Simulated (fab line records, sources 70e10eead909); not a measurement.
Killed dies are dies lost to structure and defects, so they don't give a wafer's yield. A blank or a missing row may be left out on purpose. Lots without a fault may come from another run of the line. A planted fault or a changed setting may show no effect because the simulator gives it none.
fab line records | flow nand_harc
record lots=24 wafers=72 last_day=33
route steps=1302 shown P_CONTACT@242 P_M0@265 P_M1@299 P_M2@340
lots that met no fault: from a run of the same line without faults
start_h: hours from the record's first day to the start of the lot's first wafer shown | wait_h: hours since the lot's step before | " the same as in the row above | L1.1+2: a row that stands for several wafers | - no value, or no start given | * or withheld: withheld | < > ~ a bound
route shown NAME@n: a module of which the file shows steps, and the number in the route of the first | usual: mean/standard deviation of fault-free wafers | same: alike in all rows | chamber/n: place in a boat | sites: the reading at each site | _std_site: their standard deviation | _edge_site: outer sites' mean less inner sites' | radius_mm: how far each site lies from the wafer's centre | mask NAME#n: copy n | behind: the tool/chamber that last shaped the wafer | hold: why the lot was held/for how many hours/how that ended | device: the transistor (n, p or np) that didn't switch | end of line: the same wafers' tests at the end of the route | a step without rows: its recipe alone | killed: dies lost to structure and defects at the first sort, not the wafer's yield | map: a wafer's dies, x killed, . not, _ none there
set.NAME: the setting as run; set.NAME@STEP: as run at that earlier step | model.NAME: the simulator's own value behind a step, which no gauge read
steps of the route over a sample of lots; a table a step, a row a wafer
services: from which hour (start_h, from the record's first day; less than 0 if before it) a tool's chamber was out of use, for how many hours, and why
## steps
# step NHARC_P_CONTACT_STRIP_28
# recipe o2_flow_sccm=500 ar_flow_sccm=0 bias_w=0 chemistry=O2
# usual drypump_motor_current_A=5.77/0.29 oes_product_au=0.997/0.011 rf_vpp_V=57.9/0.92 showerhead_plenum_p_Torr=3.58/0.12 throttle_valve_pct=17.035/0.0091
# columns lot.wafer tool chamber start_h wait_h drypump_motor_current_A oes_product_au rf_hours_counter_h rf_vpp_V showerhead_plenum_p_Torr throttle_valve_pct
L074.1 rie_diel-11 2 124.60 0.1 5.56 0.998 1.1 57.4 3.41 17.032
L074.5 " 2 " " 5.57 0.981 - 57.6 3.41 17.040
L074.6 " 3 " " 5.82 0.993 - 58.9 3.70 17.051
L075.1 rie_diel-11 2 132.27 0.1 5.57 0.990 1.2 56.5 3.41 17.024
L075.4 " 2 " " 5.55 0.984 - 58.0 3.41 17.024
L075.5 " 1 " " 5.25 0.982 - 56.8 3.33 17.043
L076.3 rie_diel-07 0 137.81 0.1 5.53 0.987 0.6 57.6 3.53 17.031
L076.4 " 1 " " 6.08 0.988 0.7 57.4 3.74 17.043
L076.6 " 3 " " 5.93 1.001 - 57.6 3.57 17.048
L077.4 rie_diel-07 1 155.99 0.1 6.08 0.980 1.1 57.8 3.74 17.039
L077.6 " 0 " " 5.54 0.984 - 56.9 3.53 17.036
L077.5 " 1 " " 6.08 0.979 - 57.2 3.74 17.023
L078.3 rie_diel-07 3 158.22 0.1 5.93 0.994 0.8 57.9 3.57 17.030
L078.1 " 1 " " 6.08 0.987 1.1 58.4 3.74 17.041
L078.6 " 3 " " 5.94 0.998 - 57.2 3.57 17.034
L079.3 rie_diel-05 0 170.95 0.1 5.67 1.006 6.2 59.8 3.68 17.047
L079.4 " 1 " " 5.79 0.990 5.3 57.5 3.65 17.039
L079.5 " 3 " " 5.35 0.997 - 56.0 3.48 17.028
L081.4 rie_diel-07 0 186.90 0.1 5.51 0.992 1.7 57.9 3.53 17.030
L081.1 " 3 " " 5.95 1.000 1.4 56.7 3.57 17.028
L081.6 " 0 " " 5.50 0.995 - 59.4 3.53 17.014
L080.3 rie_diel-05 3 188.32 0.1 5.38 1.011 8.0 58.1 3.48 17.024
L080.4 " 1 " " 5.84 0.996 6.6 58.3 3.65 17.025
L080.5 " 0 " " 5.65 1.014 - 56.2 3.68 17.038
L082.3 rie_diel-07 3 199.86 0.1 5.93 0.999 1.6 57.8 3.57 17.057
L082.1 " 1 " " 6.08 0.977 2.2 58.8 3.74 17.024
L082.5 " 0 " " 5.54 0.988 - 57.1 3.53 17.037
L083.1 rie_diel-05 1 215.99 0.1 5.80 0.993 7.8 59.2 3.65 17.045
L083.2 " 3 " " 5.38 0.998 9.1 58.0 3.48 17.040
L083.6 " 2 " " 5.90 1.010 - 58.5 3.71 17.041
L084.1 rie_diel-07 0 224.70 0.1 5.53 0.990 2.3 58.3 3.53 17.018
L084.6 " 3 " " 5.93 1.002 - 57.9 3.57 17.032
L084.5 " 0 " " 5.55 0.982 - 59.7 3.53 17.035
L085.3 rie_diel-11 3 233.24 0.1 5.81 1.000 4.3 58.5 3.69 17.030
L085.5 " 0 " " 6.23 1.003 - 57.5 3.54 17.037
L085.6 " 3 " " 5.79 1.002 - 58.4 3.69 17.039
L087.1 rie_diel-11 1 245.45 0.1 5.29 0.979 4.9 57.8 3.33 17.048
L087.5 " 3 " " 5.82 0.991 - 57.7 3.69 17.030
L087.6 " 0 " " 6.19 1.011 - 57.3 3.54 17.028
L086.2 rie_diel-07 3 245.54 0.1 5.93 1.004 3.0 59.4 3.57 17.033
L086.4 " 3 " " 5.92 1.013 - 57.5 3.57 17.039
L086.6 " 0 " " 5.55 0.993 - 56.5 3.53 17.045
L088.1 rie_diel-05 1 264.61 0.1 5.80 0.994 1.8 59.5 3.64 17.029
L088.3 " 3 " " 5.36 0.996 1.6 57.1 3.48 17.037
L088.6 " 1 " " 5.80 0.997 - 59.7 3.64 17.027
L089.3 rie_diel-11 2 265.39 0.1 5.56 0.995 0.1 56.5 3.41 17.040
L089.2 " 0 " " 6.22 0.995 0.1 58.9 3.54 17.024
L089.5 " 2 " " 5.57 0.998 - 57.4 3.41 17.028
L090.3 rie_diel-07 1 280.14 0.1 6.07 0.983 4.4 57.8 3.73 17.055
L090.2 " 2 " " 6.13 1.011 3.6 57.7 3.66 17.039
L090.4 " 3 " " 5.92 1.010 3.9 57.5 3.57 17.042
L091.2 rie_diel-07 1 290.30 0.1 6.08 0.981 4.7 58.9 3.73 17.039
L091.6 " 2 " " 6.13 1.003 - 58.1 3.66 17.026
L091.5 " 3 " " 5.94 1.007 - 57.2 3.57 17.039
L092.1 rie_diel-11 1 295.62 0.1 5.29 0.985 0.9 58.6 3.33 17.051
L092.2 " 2 " " 5.56 1.000 1.0 58.4 3.41 17.031
L092.5 " 0 " " 6.20 0.998 - 58.8 3.54 17.042
L093.4 rie_diel-11 0 307.19 0.1 6.26 0.999 1.1 59.2 3.54 17.046
L093.2 " 3 " " 5.79 0.989 1.2 57.3 3.69 17.047
L093.5 " 0 " " 6.21 0.999 - 57.0 3.54 17.037
L094.4 rie_diel-05 3 314.98 0.1 5.39 1.008 5.4 56.8 3.48 17.035
L094.3 " 0 " " 5.66 1.031 5.1 59.7 3.67 17.027
L094.6 " 0 " " 5.66 1.015 - 57.3 3.67 17.025
L095.3 rie_diel-05 1 330.43 0.1 5.81 0.992 6.1 58.9 3.64 17.025
L095.5 " 3 " " 5.36 1.010 - 58.1 3.48 17.035
L095.6 " 0 " " 5.67 1.022 - 58.5 3.67 17.032
L096.2 rie_diel-11 2 338.89 0.1 5.59 0.996 1.9 56.5 3.41 17.037
L096.1 " 1 " " 5.31 0.992 1.6 56.9 3.33 17.037
L096.5 " 3 " " 5.78 0.995 - 57.1 3.69 17.055
L097.3 rie_diel-07 1 345.17 0.1 6.10 1.004 1.3 58.1 3.73 17.026
L097.5 " 1 " " 6.10 0.998 - 58.4 3.73 17.027
L097.4 " 2 " " 6.14 1.001 - 57.6 3.66 17.046
# step NHARC_P_M0_INSPECT_11
# usual raw_defect_count=4.0/2.3
# columns lot.wafer tool chamber start_h wait_h raw_defect_count
L074.1 defect_inspect-01 - 127.76 0.0 2
L074.5 " - " " 11
L074.6 " - " " 9
L075.1 defect_inspect-01 - 135.46 0.0 2
L075.4 " - " " 10
L075.5 " - " " 2
L076.3 defect_inspect-01 - 140.96 0.0 0
L076.4 " - " " 7
L076.6 " - " " 2
L077.4 defect_inspect-02 - 159.14 0.0 2
L077.5 " - " " 3
L077.6 " - " " 2
L078.1 defect_inspect-01 - 161.27 0.0 4
L078.3 " - " " 1
L078.6 " - " " 1
L079.3 defect_inspect-01 - 174.08 0.0 4
L079.4 " - " " 5
L079.5 " - " " 1
L081.1 defect_inspect-02 - 190.09 0.0 2
L081.4 " - " " 1
L081.6 " - " " 3
L080.3 defect_inspect-02 - 191.47 0.0 6
L080.4 " - " " 4
L080.5 " - " " 4
L082.1 defect_inspect-01 - 203.02 0.0 5
L082.3 " - " " 4
L082.5 " - " " 3
L083.1 defect_inspect-02 - 219.32 0.0 2
L083.2 " - " " 2
L083.6 " - " " 5
L084.1 defect_inspect-01 - 227.70 0.0 6
L084.5 " - " " 2
L084.6 " - " " 4
L085.3 defect_inspect-01 - 236.43 0.0 4
L085.5 " - " " 3
L085.6 " - " " 3
L087.1 defect_inspect-02 - 249.01 0.0 2
L087.5 " - " " 4
L087.6 " - " " 5
L086.2 defect_inspect-02 - 249.28 0.0 2
L086.4 " - " " 5
L086.6 " - " " 4
L088.1 defect_inspect-01 - 267.86 0.0 2
L088.3 " - " " 6
L088.6 " - " " 5
L089.2 defect_inspect-01 - 268.54 0.0 6
L089.3 " - " " 4
L089.5 " - " " 4
L090.2 defect_inspect-02 - 283.31 0.0 6
L090.3 " - " " 5
L090.4 " - " " 7
L091.2 defect_inspect-01 - 293.51 0.0 3
L091.5 " - " " 4
L091.6 " - " " 4
L092.1 defect_inspect-01 - 298.83 0.0 2
L092.2 " - " " 1
L092.5 " - " " 4
L093.2 defect_inspect-01 - 310.28 0.0 3
L093.4 " - " " 4
L093.5 " - " " 4
L094.3 defect_inspect-01 - 318.14 0.0 4
L094.4 " - " " 2
L094.6 " - " " 1
L095.3 defect_inspect-01 - 333.59 0.0 4
L095.5 " - " " 7
L095.6 " - " " 5
L096.1 defect_inspect-01 - 342.04 0.0 7
L096.2 " - " " 4
L096.5 " - " " 4
L097.3 defect_inspect-02 - 348.26 0.0 1
L097.4 " - " " 5
L097.5 " - " " 2
# step NHARC_P_M0_DEGAS_28
# recipe temp_c=250 time_s=60
# usual heater_power_w=314/21
# columns lot.wafer tool chamber start_h wait_h heater_power_w
L074.1 pvd_sputter-02 - 128.75 - 314
L074.6 " - " " 302
L074.5 " - " " 303
L075.4 pvd_sputter-02 - 136.45 - 310
L075.1 " - " " 314
L075.5 " - " " 298
L076.3 pvd_sputter-03 - 142.00 - 333
L076.4 " - " " 323
L076.6 " - " " 331
L077.4 pvd_sputter-03 - 160.11 - 315
L077.6 " - " " 317
L077.5 " - " " 359
L078.1 pvd_sputter-03 - 162.26 - 339
L078.3 " - " " 326
L078.6 " - " " 373
L079.3 pvd_sputter-02 - 175.17 - 295
L079.4 " - " " 308
L079.5 " - " " 292
L081.1 pvd_sputter-03 - 191.08 - 379
L081.4 " - " " 325
L081.6 " - " " 381
L080.3 pvd_sputter-01 - 192.50 - 285
L080.4 " - " " 354
L080.5 " - " " 315
L082.3 pvd_sputter-01 - 203.99 - 307
L082.1 " - " " 351
L082.5 " - " " 312
L083.1 pvd_sputter-02 - 220.48 - 304
L083.2 " - " " 306
L083.6 " - " " 296
L084.1 pvd_sputter-02 - 228.97 - 319
L084.5 " - " " 311
L084.6 " - " " 296
L085.3 pvd_sputter-02 - 239.68 - 306
L085.6 " - " " 311
L085.5 " - " " 302
L087.1 pvd_sputter-02 - 249.99 - 297
L087.6 " - " " 313
L087.5 " - " " 291
L086.2 pvd_sputter-02 - 250.39 - 308
L086.4 " - " " 311
L086.6 " - " " 298
L088.3 pvd_sputter-02 - 268.88 - 306
L088.1 " - " " 309
L088.6 " - " " 310
L089.3 pvd_sputter-02 - 269.69 - 306
L089.2 " - " " 303
L089.5 " - " " 297
L090.3 pvd_sputter-01 - 284.34 - 287
L090.4 " - " " 350
L090.2 " - " " 310
L091.2 pvd_sputter-02 - 294.70 - 308
L091.6 " - " " 306
L091.5 " - " " 323
L092.2 pvd_sputter-02 - 299.80 - 309
L092.1 " - " " 313
L092.5 " - " " 327
L093.4 pvd_sputter-01 - 311.27 - 324
L093.2 " - " " 317
L093.5 " - " " 340
L094.3 pvd_sputter-02 - 319.13 - 310
L094.4 " - " " 320
L094.6 " - " " 307
L095.3 pvd_sputter-02 - 334.67 - 316
L095.5 " - " " 307
L095.6 " - " " 307
L096.2 pvd_sputter-03 - 343.08 - 325
L096.1 " - " " 298
L096.5 " - " " 294
L097.3 pvd_sputter-01 - 349.53 - 289
L097.4 " - " " 316
L097.5 " - " " 287
# step NHARC_P_M1_ETCH_35
# recipe target_depth_a=400 overetch_a=120 time_s=43.94 ion_energy_ev=200 n2_flow_sccm=150 h2_flow_sccm=150 ar_flow_sccm=0 rf_w=400 bias_w=150 chemistry=N2/H2
# usual drypump_motor_current_A=5.6/0.4 oes_product_au=1.003/0.013 rf_vpp_V=430.3/2.4 showerhead_plenum_p_Torr=2.03/0.083 throttle_valve_pct=14.172/0.0088
# columns lot.wafer tool chamber start_h wait_h drypump_motor_current_A oes_product_au rf_hours_counter_h rf_vpp_V showerhead_plenum_p_Torr throttle_valve_pct
L074.1 rie_diel-04 0 131.97 0.1 5.5 0.988 8 429.8 2.05 14.163
L074.5 " 1 " " 5.4 1.008 - 430.9 2.10 14.178
L074.6 " 2 " " 5.1 0.998 - 432.1 2.09 14.165
L075.1 rie_diel-10 1 139.66 0.1 5.9 1.002 3 429.6 2.01 14.170
L075.4 " 1 " " 5.9 0.991 - 429.2 2.01 14.163
L075.5 " 3 " " 6.4 0.992 - 429.4 1.97 14.160
L076.3 rie_diel-04 3 145.09 0.1 5.8 1.012 11 427.7 1.94 14.178
L076.4 " 1 " " 5.4 1.013 10 430.7 2.11 14.185
L076.6 " 0 " " 5.5 1.000 - 430.2 2.05 14.162
L077.4 rie_diel-04 0 163.65 0.1 5.5 0.994 11 431.3 2.05 14.174
L077.6 " 1 " " 5.4 1.006 - 431.9 2.10 14.163
L077.5 " 2 " " 5.1 0.983 - 431.8 2.09 14.186
L078.3 rie_diel-10 0 165.56 0.1 5.1 0.987 4 429.3 2.01 14.171
L078.1 " 2 " " 5.2 1.016 5 434.6 2.21 14.172
L078.6 " 0 " " 5.1 0.991 - 430.6 2.01 14.163
L079.4 rie_diel-03 1 178.50 0.1 5.7 0.992 19 433.6 2.08 14.160
L079.3 " 3 " " 5.4 1.011 21 428.7 1.97 14.177
L079.5 " 2 " " 6.2 0.985 - 427.7 1.95 14.185
L081.4 rie_diel-04 2 194.20 0.1 5.1 0.976 1 432.6 2.09 14.168
L081.1 " 3 " " 5.8 1.019 0 427.8 1.94 14.173
L081.6 " 2 " " 5.1 0.980 - 432.1 2.09 14.173
L080.3 rie_diel-10 1 195.59 0.1 5.9 1.011 6 431.7 2.01 14.173
L080.4 " 3 " " 6.3 1.008 6 429.6 1.97 14.165
L080.5 " 2 " " 5.2 1.008 - 434.2 2.21 14.188
L082.3 rie_diel-10 2 207.42 0.1 5.2 0.995 7 434.4 2.21 14.175
L082.1 " 1 " " 5.9 1.015 7 430.4 2.01 14.157
L082.5 " 2 " " 5.2 0.999 - 434.1 2.21 14.172
L083.1 rie_diel-03 1 223.82 0.1 5.7 1.009 35 431.3 2.08 14.167
L083.2 " 0 " " 6.2 1.005 36 426.3 1.90 14.184
L083.6 " 2 " " 6.2 1.006 - 429.1 1.94 14.168
L084.1 rie_diel-10 2 232.14 0.1 5.2 0.984 9 435.6 2.21 14.182
L084.5 " 1 " " 5.9 0.992 - 428.7 2.01 14.159
L084.6 " 2 " " 5.2 0.993 - 434.5 2.21 14.180
L085.3 rie_diel-04 2 244.96 0.1 5.1 0.981 5 434.5 2.09 14.182
L085.6 " 3 " " 5.8 1.030 - 426.3 1.94 14.179
L085.5 " 0 " " 5.5 1.022 - 430.7 2.05 14.169
L087.1 rie_diel-10 3 253.24 0.1 6.3 0.991 0 427.5 1.97 14.169
L087.6 " 2 " " 5.2 1.004 - 433.1 2.21 14.177
L087.5 " 3 " " 6.3 0.992 - 428.5 1.97 14.161
L086.2 rie_diel-10 1 254.14 0.1 5.9 0.994 0 429.4 2.01 14.156
L086.4 " 0 " " 5.1 1.009 0 431.0 2.01 14.167
L086.6 " 1 " " 5.9 1.003 - 429.2 2.01 14.184
L088.3 rie_diel-04 2 272.32 0.1 5.1 0.992 7 431.1 2.09 14.178
L088.1 " 1 " " 5.4 1.021 7 431.9 2.10 14.177
L088.6 " 2 " " 5.1 0.988 - 431.2 2.09 14.167
L089.3 rie_diel-04 0 273.37 0.1 5.5 1.012 7 430.3 2.05 14.167
L089.2 " 1 " " 5.4 1.016 7 432.0 2.10 14.177
L089.5 " 3 " " 5.8 1.015 - 427.8 1.94 14.155
L090.2 rie_diel-04 1 287.46 0.1 5.4 1.020 9 430.5 2.10 14.188
L090.3 " 2 " " 5.1 0.995 9 432.8 2.08 14.174
L090.4 " 1 " " 5.4 1.014 - 431.3 2.10 14.179
L091.2 rie_diel-04 2 297.92 0.1 5.1 0.979 10 431.2 2.08 14.164
L091.6 " 0 " " 5.5 0.998 - 431.0 2.05 14.162
L091.5 " 1 " " 5.4 1.019 - 433.0 2.10 14.174
L092.2 rie_diel-04 2 303.01 0.1 5.1 0.977 10 432.5 2.08 14.164
L092.1 " 3 " " 5.8 1.019 10 427.7 1.93 14.161
L092.5 " 2 " " 5.1 0.979 - 430.9 2.08 14.175
L093.2 rie_diel-04 2 314.82 0.1 5.1 0.984 11 433.1 2.08 14.182
L093.4 " 0 " " 5.5 1.008 10 429.2 2.04 14.164
L093.5 " 2 " " 5.1 0.988 - 431.7 2.08 14.170
L094.3 rie_diel-03 2 322.51 0.1 6.2 0.997 6 427.1 1.94 14.169
L094.4 " 0 " " 6.2 1.008 10 427.6 1.89 14.176
L094.6 " 3 " " 5.4 1.012 - 426.3 1.96 14.179
L095.3 rie_diel-04 3 337.84 0.1 5.8 1.027 14 427.7 1.93 14.170
L095.6 " 3 " " 5.8 1.020 - 427.5 1.93 14.182
L095.5 " 0 " " 5.5 0.997 - 430.6 2.04 14.165
L096.1 rie_diel-04 1 346.48 0.1 5.4 1.022 14 431.4 2.10 14.162
L096.2 " 3 " " 5.8 1.025 15 428.2 1.93 14.163
L096.5 " 1 " " 5.4 1.028 - 432.6 2.10 14.171
L097.3 rie_diel-03 2 352.74 0.1 6.2 0.992 20 427.0 1.93 14.186
L097.4 " 3 " " 5.4 1.008 25 429.8 1.95 14.174
L097.5 " 2 " " 6.2 0.997 - 427.9 1.93 14.184
# step NHARC_P_M1_THK_MEAS_24
# recipe thk_meas_gauge=xrf
# usual thk_nm=157.7/1.8
# columns lot.wafer tool chamber start_h wait_h thk_nm
L074.1 film_metro-01 - 134.73 - 155.8
L074.5 " - " " 155.7
L074.6 " - " " 157.0
L075.1 film_metro-02 - 142.08 - 157.6
L075.4 " - " " 153.8
L075.5 " - " " 156.7
L076.3 film_metro-01 - 147.43 - 156.4
L076.4 " - " " 157.9
L076.6 " - " " 156.3
L077.4 film_metro-01 - 165.99 - 155.1
L077.5 " - " " 156.8
L077.6 " - " " 159.0
L078.1 film_metro-01 - 167.88 - 158.4
L078.3 " - " " 157.2
L078.6 " - " " 156.1
L079.3 film_metro-02 - 180.82 - 158.2
L079.4 " - " " 156.9
L079.5 " - " " 156.9
L081.1 film_metro-02 - 196.53 - 158.1
L081.4 " - " " 159.1
L081.6 " - " " 158.0
L080.3 film_metro-01 - 197.92 - 160.2
L080.4 " - " " 157.4
L080.5 " - " " 158.8
L082.1 film_metro-02 - 209.78 - 160.0
L082.3 " - " " 158.7
L082.5 " - " " 159.4
L083.1 film_metro-01 - 226.15 - 156.5
L083.2 " - " " 157.9
L083.6 " - " " 159.7
L084.1 film_metro-02 - 234.60 - 155.9
L084.5 " - " " 156.2
L084.6 " - " " 160.2
L085.3 film_metro-01 - 247.49 - 158.8
L085.5 " - " " 157.1
L085.6 " - " " 160.3
L087.1 film_metro-02 - 255.55 - 158.8
L087.5 " - " " 159.0
L087.6 " - " " 159.5
L086.2 film_metro-01 - 256.48 - 156.0
L086.4 " - " " 159.5
L086.6 " - " " 155.4
L088.1 film_metro-02 - 274.99 - 157.6
L088.3 " - " " 156.4
L088.6 " - " " 159.7
L089.2 film_metro-01 - 275.70 - 159.6
L089.3 " - " " 155.2
L089.5 " - " " 160.9
L090.2 film_metro-01 - 289.84 - 158.4
L090.3 " - " " 154.4
L090.4 " - " " 154.3
L091.2 film_metro-02 - 300.24 - 160.6
L091.5 " - " " 158.9
L091.6 " - " " 156.0
L092.1 film_metro-02 - 305.35 - 157.5
L092.2 " - " " 159.0
L092.5 " - " " 157.8
L093.2 film_metro-02 - 317.21 - 159.0
L093.4 " - " " 155.3
L093.5 " - " " 159.2
L094.3 film_metro-02 - 324.87 - 154.3
L094.4 " - " " 158.1
L094.6 " - " " 159.2
L095.3 film_metro-02 - 340.16 - 157.1
L095.5 " - " " 158.3
L095.6 " - " " 158.4
L096.1 film_metro-02 - 348.81 - 159.2
L096.2 " - " " 156.5
L096.5 " - " " 156.3
L097.3 film_metro-01 - 355.07 - 154.0
L097.4 " - " " 155.8
L097.5 " - " " 155.8
# step NHARC_P_M2_PVD_20
# recipe target_thk_a=50 bias_v=168.6 power_w=15000 chamber_pressure_pa=0.12 time_s=8.06 substrate_temp_c=50 material=TaN
# usual bias_v=168.4/1.8 throttle_valve_pct=29.8/1.1
# columns lot.wafer tool chamber start_h wait_h bias_v throttle_valve_pct
L074.1 pvd_sputter-01 - - - 168.5 29.1
L074.5 " - " " 168.7 28.9
L074.6 " - " " 169.8 29.0
L075.1 pvd_sputter-01 - - - 166.2 29.0
L075.4 " - " " 168.3 28.9
L075.5 " - " " 165.4 28.9
L076.3 pvd_sputter-01 - - - 167.1 28.9
L076.4 " - " " 169.1 30.4
L076.6 " - " " 166.8 32.1
L077.4 pvd_sputter-02 - - - 167.5 30.5
L077.6 " - " " 170.2 30.4
L077.5 " - " " 167.9 29.0
L078.3 pvd_sputter-01 - - - 168.6 29.1
L078.1 " - " " 168.7 30.5
L078.6 " - " " 169.2 29.0
L079.3 pvd_sputter-02 - - - 168.4 30.3
L079.4 " - " " 168.4 28.7
L079.5 " - " " 169.0 30.4
L081.4 pvd_sputter-02 - - - 164.5 30.2
L081.1 " - " " 168.4 29.4
L081.6 " - " " 171.7 28.8
L080.3 pvd_sputter-03 - - - 167.1 30.8
L080.4 " - " " 169.9 28.9
L080.5 " - " " 168.8 30.7
L082.3 pvd_sputter-03 - - - 163.9 29.0
L082.1 " - " " 166.8 30.4
L082.5 " - " " 166.1 30.6
L083.1 pvd_sputter-02 - - - 169.0 28.8
L083.2 " - " " 167.6 28.5
L083.6 " - " " 164.9 30.1
L084.1 pvd_sputter-02 - - - 167.1 28.9
L084.6 " - " " 168.3 29.5
L084.5 " - " " 166.1 28.9
L085.3 pvd_sputter-02 - - - 169.9 30.2
L085.6 " - " " 172.1 29.6
L085.5 " - " " 166.0 28.8
L087.1 pvd_sputter-01 - - - 170.3 32.0
L087.6 " - " " 167.7 32.4
L087.5 " - " " 166.6 29.0
L086.2 pvd_sputter-02 - - - 161.3 28.8
L086.4 " - " " 169.0 29.3
L086.6 " - " " 167.7 29.1
L088.3 pvd_sputter-01 - - - 169.0 32.4
L088.1 " - " " 170.9 30.3
L088.6 " - " " 168.3 29.2
L089.2 pvd_sputter-02 - - - 167.5 28.9
L089.3 " - " " 170.2 29.4
L089.5 " - " " 169.2 28.7
L090.3 pvd_sputter-02 - - - 170.5 29.8
L090.2 " - " " 171.9 30.8
L090.4 " - " " 171.2 28.3
L091.2 pvd_sputter-02 - - - 169.1 31.2
L091.5 " - " " 169.9 29.1
L091.6 " - " " 166.6 29.9
L092.2 pvd_sputter-01 - - - 167.2 28.5
L092.1 " - " " 173.1 30.3
L092.5 " - " " 164.9 28.6
L093.2 pvd_sputter-01 - - - 169.8 30.3
L093.4 " - " " 170.3 29.2
L093.5 " - " " 168.4 28.5
L094.4 pvd_sputter-01 - - - 167.7 32.3
L094.3 " - " " 168.8 29.2
L094.6 " - " " 169.8 32.2
L095.3 pvd_sputter-01 - - - 168.9 29.1
L095.5 " - " " 169.2 30.6
L095.6 " - " " 171.8 32.3
L096.1 pvd_sputter-02 - - - 169.1 28.3
L096.2 " - " " 170.3 29.9
L096.5 " - " " 167.1 29.1
L097.4 pvd_sputter-01 - - - 169.6 28.8
L097.3 " - " " 166.3 29.2
L097.5 " - " " 166.7 28.8
## services
# columns tool chamber start_h hours kind
pvd_sputter-02 - 104.00 10.0 pm
rie_diel-04 0 114.31 11.5 repair
rie_diel-07 - 117.20 9.0 pm
rie_diel-11 0 123.89 9.6 repair
rie_diel-11 3 137.91 13.1 repair
rie_diel-04 1 151.69 5.0 repair
rie_diel-07 2 161.82 7.6 repair
rie_diel-04 - 177.90 9.0 pm
rie_diel-07 3 177.97 5.0 repair
pvd_sputter-01 - 195.98 1.2 repair
pvd_sputter-01 - 217.55 24.7 repair
rie_diel-11 1 232.52 8.7 repair
pvd_sputter-02 - 234.56 4.7 repair
pvd_sputter-01 - 242.28 10.0 pm
rie_diel-07 2 245.21 9.8 repair
pvd_sputter-01 - 259.55 15.2 repair
pvd_sputter-02 - 275.98 0.7 repair
pvd_sputter-02 - 282.00 10.0 pm
rie_diel-04 0 282.03 9.4 repair
rie_diel-07 - 294.20 9.0 pm
rie_diel-04 - 299.06 0.3 repair
rie_diel-07 3 342.91 16.7 repair
rie_diel-04 - 354.90 9.0 pm
rie_diel-07 0 356.81 15.2 repair
## key
fault none
